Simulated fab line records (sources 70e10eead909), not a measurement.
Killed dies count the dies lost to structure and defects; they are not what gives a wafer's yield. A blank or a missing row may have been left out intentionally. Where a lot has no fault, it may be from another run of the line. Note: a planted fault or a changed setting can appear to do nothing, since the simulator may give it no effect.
Matching of chambers :: flow nand harc :: NHARC_A_M1_DESCUM_14 on rie diel-08: 4 sister chambers
The step chemistry O2, time 3 s. 8 wafers are shown with their chamber, then 10 later ones without.

== EACH WAFER AND ITS CHAMBER ==
wafer: L075.5
chamber: 3
oes product au (a.u.): 1.005
rf vpp V (V): 59.3

wafer: L079.2
chamber: 1
oes product au (a.u.): 1.011
rf vpp V (V): 56.4

wafer: L079.5
chamber: 1
oes product au (a.u.): 1.007
rf vpp V (V): 57.1

wafer: L082.4
chamber: 2
oes product au (a.u.): 0.989
rf vpp V (V): 58.5

wafer: L087.5
chamber: 3
oes product au (a.u.): 1.001
rf vpp V (V): 57.4

wafer: L087.6
chamber: 0
oes product au (a.u.): 1.012
rf vpp V (V): 56.6

wafer: L088.3
chamber: 2
oes product au (a.u.): 0.998
rf vpp V (V): 56.8

wafer: L088.5
chamber: 0
oes product au (a.u.): 1.006
rf vpp V (V): 56.9

== WAFERS WITH NO CHAMBER GIVEN ==
wafer: L088.6
oes product au (a.u.): 0.995
rf vpp V (V): 56.8

wafer: L089.2
oes product au (a.u.): 0.988
rf vpp V (V): 57.8

wafer: L089.3
oes product au (a.u.): 1.001
rf vpp V (V): 57.1

wafer: L089.5
oes product au (a.u.): 1.000
rf vpp V (V): 56.5

wafer: L091.1
oes product au (a.u.): 1.015
rf vpp V (V): 58.6

wafer: L091.3
oes product au (a.u.): 1.003
rf vpp V (V): 59.0

wafer: L091.4
oes product au (a.u.): 0.999
rf vpp V (V): 57.4

wafer: L095.3
oes product au (a.u.): 0.997
rf vpp V (V): 57.5

wafer: L095.5
oes product au (a.u.): 0.992
rf vpp V (V): 56.8

wafer: L095.6
oes product au (a.u.): 1.001
rf vpp V (V): 58.1

== THE CHAMBER EACH PASSED THROUGH ==
wafer: L088.6
from the rows above: can't be placed: 2 or 3
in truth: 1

wafer: L089.2
from the rows above: 2
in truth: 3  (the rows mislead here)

wafer: L089.3
from the rows above: can't be placed: 3 or 2 or 0 or 1
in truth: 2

wafer: L089.5
from the rows above: can't be placed: 2 or 3 or 0 or 1
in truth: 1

wafer: L091.1
from the rows above: can't be placed: 0 or 1 or 3
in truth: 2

wafer: L091.3
from the rows above: can't be placed: 3 or 2
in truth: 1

wafer: L091.4
from the rows above: can't be placed: 2 or 3 or 0 or 1
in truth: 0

wafer: L095.3
from the rows above: can't be placed: 2 or 3
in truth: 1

wafer: L095.5
from the rows above: 2
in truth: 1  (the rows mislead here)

wafer: L095.6
from the rows above: can't be placed: 3 or 2 or 0 or 1
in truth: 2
Correct placement for 0 of the 10. Unplaceable from these rows: 8, with the true chamber sitting among the candidates in 4. 2 placed wrongly.
How it was worked out, from the rows above alone: a wafer's distance from a chamber is the root of the sum, over the readings, of the square of ((its reading less the chamber's mean) divided by the reading's scatter). If the next closest chamber is less than 2 further off than the closest, the wafer can't be placed; otherwise it belongs to the closest. The mean given for a chamber averages the wafers shown for that chamber. How the scatter is found: for the shown wafers, subtract from each reading the mean of its chamber, square and add these, divide the total by (wafers less chambers), then take the root.
